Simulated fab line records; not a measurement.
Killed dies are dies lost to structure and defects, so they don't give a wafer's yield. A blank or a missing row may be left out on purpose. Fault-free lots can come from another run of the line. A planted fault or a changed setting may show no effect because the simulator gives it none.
Which tool did it?	flow n5_finfet	Sampling: 24 lots, 72 wafers, 6 of 1938 route steps

## WHAT THE GAUGES READ, wafer by wafer
N5_BEOL_M10_CD_MEAS_18: pitch 140 nm, target cd 70 nm. Usual: cd_nm at 69.6 nm, with a standard deviation of 0.65.
lot	measured	on	cd_nm (nm)	flag
L076	day 10 03:09	cd_sem-01	69.5 69.7 69.2	
L074	day 10 08:55	cd_sem-02	68.5 68.6 68.6	
L077	day 10 19:10	cd_sem-03	70.0 70.3 69.8	
L075	day 10 20:02	cd_sem-02	68.4 69.9 69.5	
L078	day 11 00:25	cd_sem-01	69.2 69.4 69.5	
L079	day 11 08:49	cd_sem-01	69.8 70.1 70.2	
L081	day 11 23:26	cd_sem-02	69.6 70.3 69.6	
L082	day 11 22:40	cd_sem-01	70.0 69.6 69.3	
L083	day 12 02:25	cd_sem-02	68.9 69.3 69.4	
L080	day 12 05:11	cd_sem-02	69.4 69.3 69.0	
L084	day 12 12:11	cd_sem-02	69.7 70.5 70.7	
L085	day 12 21:25	cd_sem-01	70.3 70.4 70.2	
L086	day 13 13:10	cd_sem-01	70.2 69.3 69.7	
L087	day 13 17:14	cd_sem-03	69.7 70.3 69.0	
L088	day 13 20:47	cd_sem-02	70.4 70.4 70.6	
L090	day 14 00:15	cd_sem-03	70.5 69.8 70.0	
L091	day 14 07:23	cd_sem-02	69.8 70.5 69.6	
L089	day 14 11:38	cd_sem-01	69.8 69.1 69.6	
L092	day 14 16:45	cd_sem-02	70.4 70.0 69.0	
L094	day 14 19:38	cd_sem-03	69.3 69.7 68.6	
L093	day 14 22:45	cd_sem-01	69.8 68.9 68.6	
L095	day 15 09:32	cd_sem-02	68.5 68.4 69.4	
L096	day 15 23:37	cd_sem-02	69.4 69.3 70.1	
L097	day 16 05:01	cd_sem-03	69.0 68.6 68.1	

## EACH LOT AND THE TOOL THAT RAN IT (in order: tool; ch and the chambers of the sampled wafers; start)
lot	N5_BEOL_M9_STRIP_67	N5_BEOL_M9_STRIP_36	N5_BEOL_M9_DEGAS_44	N5_BEOL_M9_ALD_74	N5_BEOL_M10_ILD_DEP_00
L076	rie_diel-01 ch 0,2,3, day 9 18:35	rie_diel-01 ch 1,2,3, day 9 19:29	pvd_sputter-02, day 9 20:14	ald_metal-02 ch 0,2,3, day 9 20:20	pecvd-04 ch 1,2, day 10 00:58
L074	rie_diel-01 ch 0,1,2, day 9 20:29	rie_diel-01 ch 1,2,3, day 9 21:45	pvd_sputter-03, day 9 22:28	ald_metal-03 ch 0,1,3, day 9 22:35	pecvd-01 ch 0,2, day 10 03:57
L077	rie_diel-03 ch 0,2, day 10 10:49	rie_diel-06 ch 1,3, day 10 12:15	pvd_sputter-01, day 10 13:04	ald_metal-03 ch 1,2, day 10 13:16	pecvd-01 ch 0,1,2, day 10 15:07
L075	rie_diel-01 ch 1,3, day 10 11:14	rie_diel-03 ch 0,1, day 10 12:48	pvd_sputter-03, day 10 13:34	ald_metal-04 ch 1,2,3, day 10 13:40	pecvd-04 ch 0,1, day 10 15:40
L078	rie_diel-06 ch 0,3, day 10 16:07	rie_diel-03 ch 0,1,3, day 10 18:20	pvd_sputter-01, day 10 19:11	ald_metal-04 ch 1,2,3, day 10 19:18	pecvd-02 ch 0,1,2, day 10 21:25
L079	rie_diel-01 ch 0,2, day 11 00:53	rie_diel-01 ch 1,3, day 11 03:17	pvd_sputter-03, day 11 04:02	ald_metal-02 ch 0,1,3, day 11 04:08	pecvd-01 ch 0,1,2, day 11 06:22
L081	rie_diel-01 ch 0,2,3, day 11 11:32	rie_diel-06 ch 0,1,3, day 11 15:20	pvd_sputter-02, day 11 17:49	ald_metal-03 ch 0,3, day 11 17:55	pecvd-01 ch 1,2, day 11 20:31
L082	rie_diel-03 ch 0,2,3, day 11 11:34	rie_diel-06 ch 1,2, day 11 14:48	pvd_sputter-02, day 11 15:34	ald_metal-03 ch 0,1,3, day 11 15:40	pecvd-04 ch 0,1,2, day 11 18:59
L083	rie_diel-01 ch 1,2,3, day 11 19:35	rie_diel-01 ch 0,1, day 11 20:50	pvd_sputter-01, day 11 21:53	ald_metal-02 ch 1,2,3, day 11 22:01	pecvd-01 ch 0,1, day 11 23:41
L080	rie_diel-06 ch 1,2,3, day 11 22:05	rie_diel-01 ch 1,2,3, day 11 23:30	pvd_sputter-02, day 12 00:22	ald_metal-03 ch 0,1,2, day 12 00:31	pecvd-02 ch 0,1, day 12 02:52
L084	rie_diel-01 ch 2,3, day 12 02:38	rie_diel-06 ch 0,1,3, day 12 03:59	pvd_sputter-01, day 12 05:04	ald_metal-02 ch 1,2, day 12 05:15	pecvd-01 ch 0,1, day 12 08:25
L085	rie_diel-01 ch 1,2,3, day 12 13:52	rie_diel-01 ch 0,1,3, day 12 14:52	pvd_sputter-03, day 12 17:32	ald_metal-03 ch 0,2,3, day 12 17:38	pecvd-01 ch 0,2, day 12 19:11
L086	rie_diel-01 ch 0,2,3, day 13 02:45	rie_diel-06 ch 0,2,3, day 13 07:27	pvd_sputter-01, day 13 08:47	ald_metal-04 ch 1,2,3, day 13 09:02	pecvd-01 ch 0,1,2, day 13 11:05
L087	rie_diel-03 ch 1,2,3, day 13 09:23	rie_diel-03 ch 1,2,3, day 13 10:17	pvd_sputter-02, day 13 11:27	ald_metal-02 ch 0,1, day 13 11:38	pecvd-01 ch 0,1, day 13 14:43
L088	rie_diel-06 ch 0,1,2, day 13 13:22	rie_diel-01 ch 0,1,3, day 13 15:50	pvd_sputter-02, day 13 16:34	ald_metal-02 ch 0,3, day 13 16:40	pecvd-01 ch 1,2, day 13 18:33
L090	rie_diel-03 ch 0,1,3, day 13 16:55	rie_diel-03 ch 0,2,3, day 13 18:16	pvd_sputter-02, day 13 19:34	ald_metal-04 ch 0,1,2, day 13 19:40	pecvd-04 ch 0,1, day 13 21:20
L091	rie_diel-03 ch 0,2,3, day 13 23:12	rie_diel-06 ch 0,1, day 14 01:07	pvd_sputter-02, day 14 02:07	ald_metal-02 ch 0,1, day 14 02:20	pecvd-04 ch 0,1, day 14 04:26
L089	rie_diel-03 ch 0,2,3, day 14 03:32	rie_diel-03 ch 2,3, day 14 04:43	pvd_sputter-03, day 14 06:10	ald_metal-03 ch 0,1,3, day 14 06:16	pecvd-04 ch 1,2, day 14 08:05
L092	rie_diel-03 ch 0,2,3, day 14 08:51	rie_diel-03 ch 1,2,3, day 14 09:44	pvd_sputter-03, day 14 10:32	ald_metal-02 ch 0,1,3, day 14 10:38	pecvd-04 ch 0,1, day 14 12:51
L094	rie_diel-06 ch 0,1,3, day 14 11:14	rie_diel-06 ch 0,1,3, day 14 13:28	pvd_sputter-03, day 14 14:52	ald_metal-04 ch 0,1,3, day 14 14:58	pecvd-01 ch 0,1, day 14 16:39
L093	rie_diel-06 ch 0,2,3, day 14 14:30	rie_diel-03 ch 0,1,2, day 14 15:37	pvd_sputter-01, day 14 16:22	ald_metal-03 ch 0,1,3, day 14 16:28	pecvd-01 ch 0,1, day 14 19:22
L095	rie_diel-03 ch 0,2,3, day 14 22:49	rie_diel-01 ch 1,2,3, day 15 03:18	pvd_sputter-01, day 15 04:19	ald_metal-03 ch 1,2,3, day 15 04:25	pecvd-02 ch 1,2, day 15 06:14
L096	rie_diel-01 ch 0,1,3, day 15 14:54	rie_diel-06 ch 0,3, day 15 16:13	pvd_sputter-03, day 15 17:15	ald_metal-02 ch 1,2, day 15 17:21	pecvd-01 ch 0,1, day 15 21:09
L097	rie_diel-03 ch 1,2, day 15 21:02	rie_diel-03 ch 0,1, day 15 21:58	pvd_sputter-02, day 15 22:57	ald_metal-02 ch 0,1,2, day 15 23:04	pecvd-02 ch 1,2, day 16 02:09
- N5_BEOL_M9_STRIP_67: strips in CF4.
- N5_BEOL_M9_STRIP_36: strips in N2/H2.
- N5_BEOL_M9_DEGAS_44: time 60 s.
- N5_BEOL_M9_ALD_74: deposits TaN, target thk 2 nm, pulse time 2 s, purge time 3 s.
- N5_BEOL_M10_ILD_DEP_00: deposits SiCOH lowk from DEMS/porogen, target thk 308.51 nm, time 58 s.

## AS READ BY THE TOOLS THEMSELVES (means over the sampled wafers that have a number; for cases with no such wafer, the mark the record gives instead)
N5_BEOL_M9_STRIP_67. Usual: drypump_motor_current_A 5.8 A, standard deviation 0.47; oes_product_au 0.79 a.u., standard deviation 0.08; rf_vpp_V 270.3 V, standard deviation 1.2; showerhead_plenum_p_Torr 1.754 Torr, standard deviation 0.03; throttle_valve_pct 13.64 %, standard deviation 0.25.
lot	tool	drypump_motor_current_A (A)	oes_product_au (a.u.)	rf_vpp_V (V)	showerhead_plenum_p_Torr (Torr)	throttle_valve_pct (%)	flag
L076	rie_diel-01	6.3	0.84	270.5	1.765	13.46	
L074	rie_diel-01	6.0	0.89	270.7	1.747	13.38	
L077	rie_diel-03	5.9	0.83	271.8	1.798	13.65	
L075	rie_diel-01	6.4	0.77	270.9	1.767	13.50	
L078	rie_diel-06	5.4	0.78	269.1	1.721	13.59	
L079	rie_diel-01	6.1	0.88	269.5	1.755	13.45	
L081	rie_diel-01	6.3	0.82	269.4	1.761	13.50	
L082	rie_diel-03	5.5	0.76	269.7	1.765	13.80	
L083	rie_diel-01	6.2	0.81	270.6	1.749	13.46	
L080	rie_diel-06	5.4	0.72	270.1	1.740	13.79	
L084	rie_diel-01	6.5	0.77	271.2	1.766	13.54	
L085	rie_diel-01	6.2	0.80	270.7	1.748	13.47	
L086	rie_diel-01	6.2	0.81	270.0	1.757	13.54	
L087	rie_diel-03	5.4	0.78	270.6	1.749	13.87	
L088	rie_diel-06	5.8	0.75	270.9	1.745	13.65	
L090	rie_diel-03	5.6	0.82	270.7	1.757	13.68	
L091	rie_diel-03	5.5	0.75	269.8	1.761	13.83	
L089	rie_diel-03	5.5	0.75	270.7	1.761	13.84	
L092	rie_diel-03	5.5	0.75	270.7	1.760	13.84	
L094	rie_diel-06	5.5	0.74	270.0	1.717	13.61	
L093	rie_diel-06	5.7	0.75	270.5	1.741	13.71	
L095	rie_diel-03	5.5	0.74	269.6	1.759	13.85	
L096	rie_diel-01	6.2	0.77	269.1	1.748	13.55	
L097	rie_diel-03	5.6	0.76	271.6	1.765	13.98	

N5_BEOL_M9_STRIP_36. Usual: drypump_motor_current_A 5.8 A, standard deviation 0.48; oes_product_au 0.78 a.u., standard deviation 0.08; rf_vpp_V 58.9 V, standard deviation 1.5; showerhead_plenum_p_Torr 2.48 Torr, standard deviation 0.054; throttle_valve_pct 23.73 %, standard deviation 0.26.
lot	tool	drypump_motor_current_A (A)	oes_product_au (a.u.)	rf_vpp_V (V)	showerhead_plenum_p_Torr (Torr)	throttle_valve_pct (%)	flag
L076	rie_diel-01	6.2	0.83	57.3	2.50	23.70	
L074	rie_diel-01	6.2	0.83	58.1	2.50	23.72	
L077	rie_diel-06	5.1	0.72	58.3	2.42	23.75	
L075	rie_diel-03	5.9	0.82	59.1	2.56	23.94	
L078	rie_diel-03	5.6	0.75	58.9	2.50	23.88	
L079	rie_diel-01	6.4	0.77	58.2	2.50	23.60	
L081	rie_diel-06	5.5	0.76	60.4	2.43	23.66	
L082	rie_diel-06	5.5	0.71	59.7	2.44	23.80	
L083	rie_diel-01	6.0	0.86	59.1	2.46	23.32	
L080	rie_diel-01	6.2	0.80	58.3	2.49	23.72	
L084	rie_diel-06	5.5	0.75	58.0	2.43	23.67	
L085	rie_diel-01	6.2	0.81	60.1	2.48	23.47	
L086	rie_diel-06	5.7	0.76	59.4	2.46	23.61	
L087	rie_diel-03	5.4	0.78	58.9	2.47	23.86	
L088	rie_diel-01	6.3	0.80	58.7	2.48	23.50	
L090	rie_diel-03	5.5	0.75	58.3	2.49	23.85	
L091	rie_diel-06	5.9	0.78	57.9	2.44	23.57	
L089	rie_diel-03	5.2	0.69	57.8	2.43	23.78	
L092	rie_diel-03	5.4	0.76	59.6	2.46	23.87	
L094	rie_diel-06	5.5	0.75	58.8	2.42	23.67	
L093	rie_diel-03	5.8	0.82	59.6	2.52	23.94	
L095	rie_diel-01	6.2	0.78	59.4	2.48	23.74	
L096	rie_diel-06	5.8	0.77	59.6	2.43	23.54	
L097	rie_diel-03	5.8	0.86	58.8	2.52	23.94	

N5_BEOL_M9_DEGAS_44. Usual: heater_power_w 334 W, standard deviation 26; susceptor_temp_C 250.01 C, standard deviation 0.2.
lot	tool	heater_power_w (W)	susceptor_temp_C (C)	flag
L076	pvd_sputter-02	329	250.04	
L074	pvd_sputter-03	345	249.94	
L077	pvd_sputter-01	322	250.07	
L075	pvd_sputter-03	343	250.13	
L078	pvd_sputter-01	336	249.97	
L079	pvd_sputter-03	375	250.03	
L081	pvd_sputter-02	339	250.01	
L082	pvd_sputter-02	315	250.02	
L083	pvd_sputter-01	324	249.81	
L080	pvd_sputter-02	319	249.94	
L084	pvd_sputter-01	335	249.92	
L085	pvd_sputter-03	360	249.98	
L086	pvd_sputter-01	334	250.05	
L087	pvd_sputter-02	334	250.12	
L088	pvd_sputter-02	308	250.34	
L090	pvd_sputter-02	323	249.97	
L091	pvd_sputter-02	334	249.99	
L089	pvd_sputter-03	376	249.74	
L092	pvd_sputter-03	320	250.28	
L094	pvd_sputter-03	342	250.18	
L093	pvd_sputter-01	337	249.99	
L095	pvd_sputter-01	342	250.06	
L096	pvd_sputter-03	362	249.90	
L097	pvd_sputter-02	312	249.67	

N5_BEOL_M9_ALD_74. Usual: heater_power_w 418 W, standard deviation 38; susceptor_temp_C 275.01 C, standard deviation 0.18.
lot	tool	heater_power_w (W)	susceptor_temp_C (C)	flag
L076	ald_metal-02	392	275.04	
L074	ald_metal-03	417	275.26	
L077	ald_metal-03	391	274.98	
L075	ald_metal-04	434	275.03	
L078	ald_metal-04	425	274.96	
L079	ald_metal-02	402	275.16	
L081	ald_metal-03	452	274.93	
L082	ald_metal-03	417	275.28	
L083	ald_metal-02	409	275.11	
L080	ald_metal-03	409	275.05	
L084	ald_metal-02	397	274.94	
L085	ald_metal-03	445	275.05	
L086	ald_metal-04	434	275.09	
L087	ald_metal-02	406	274.80	
L088	ald_metal-02	396	274.69	
L090	ald_metal-04	422	275.00	
L091	ald_metal-02	387	275.04	
L089	ald_metal-03	414	275.01	
L092	ald_metal-02	408	274.94	
L094	ald_metal-04	404	275.04	
L093	ald_metal-03	416	275.15	
L095	ald_metal-03	434	274.90	
L096	ald_metal-02	417	274.90	
L097	ald_metal-02	398	275.06	

N5_BEOL_M10_ILD_DEP_00. Usual: heater_power_w 304 W, standard deviation 65; rf_fwd_power_W 495.5 W, standard deviation 1.7; showerhead_plenum_p_Torr 5.743 Torr, standard deviation 0.013; susceptor_temp_C 300.00 C, standard deviation 0.18; throttle_valve_pct 13.9 %, standard deviation 0.47.
lot	tool	heater_power_w (W)	rf_fwd_power_W (W)	showerhead_plenum_p_Torr (Torr)	susceptor_temp_C (C)	throttle_valve_pct (%)	flag
L076	pecvd-04	294	496.1	5.730	299.94	13.7	
L074	pecvd-01	261	495.7	5.739	299.88	13.4	
L077	pecvd-01	294	495.8	5.734	300.14	13.8	
L075	pecvd-04	292	495.8	5.751	300.08	13.6	
L078	pecvd-02	389	494.7	5.747	300.09	13.9	
L079	pecvd-01	274	493.5	5.727	300.14	13.9	
L081	pecvd-01	336	497.3	5.737	299.91	14.2	
L082	pecvd-04	303	496.2	5.747	299.97	13.6	
L083	pecvd-01	301	495.0	5.739	300.17	14.2	
L080	pecvd-02	400	493.2	5.742	300.07	13.9	
L084	pecvd-01	309	495.4	5.740	299.74	14.2	
L085	pecvd-01	268	494.2	5.743	300.03	13.6	
L086	pecvd-01	283	493.6	5.745	300.02	13.9	
L087	pecvd-01	250	495.0	5.747	299.94	13.9	
L088	pecvd-01	313	495.7	5.736	299.92	14.2	
L090	pecvd-04	266	497.4	5.751	299.97	13.5	
L091	pecvd-04	286	496.3	5.737	300.12	13.5	
L089	pecvd-04	334	495.6	5.732	300.01	13.9	
L092	pecvd-04	269	495.3	5.745	300.06	13.8	
L094	pecvd-01	311	495.4	5.747	300.03	14.3	
L093	pecvd-01	257	495.0	5.749	300.17	13.9	
L095	pecvd-02	356	496.7	5.754	299.99	14.1	
L096	pecvd-01	303	494.9	5.742	300.05	14.3	
L097	pecvd-02	431	495.6	5.746	300.23	13.7	

## THE ANSWER, worked out from the rows above alone
Rule: a lot counts as off when the mean over its wafers that have a number is more than 3 standard deviations away from the usual mean. A lot without any number at a reading at which 4 lots or more have one is off too. All remaining lots with rows at the step are treated as sound. The gauges are gone through in route order, then the tools' own readings, and for those a lot's mean is taken as printed above. At the first step where some lot is off, the reading lying furthest off is the one used; lots without a number count as furthest.
Nothing can be told from this: no lot is off at any reading shown.

## WHAT WAS PUT IN BY THE SIMULATOR
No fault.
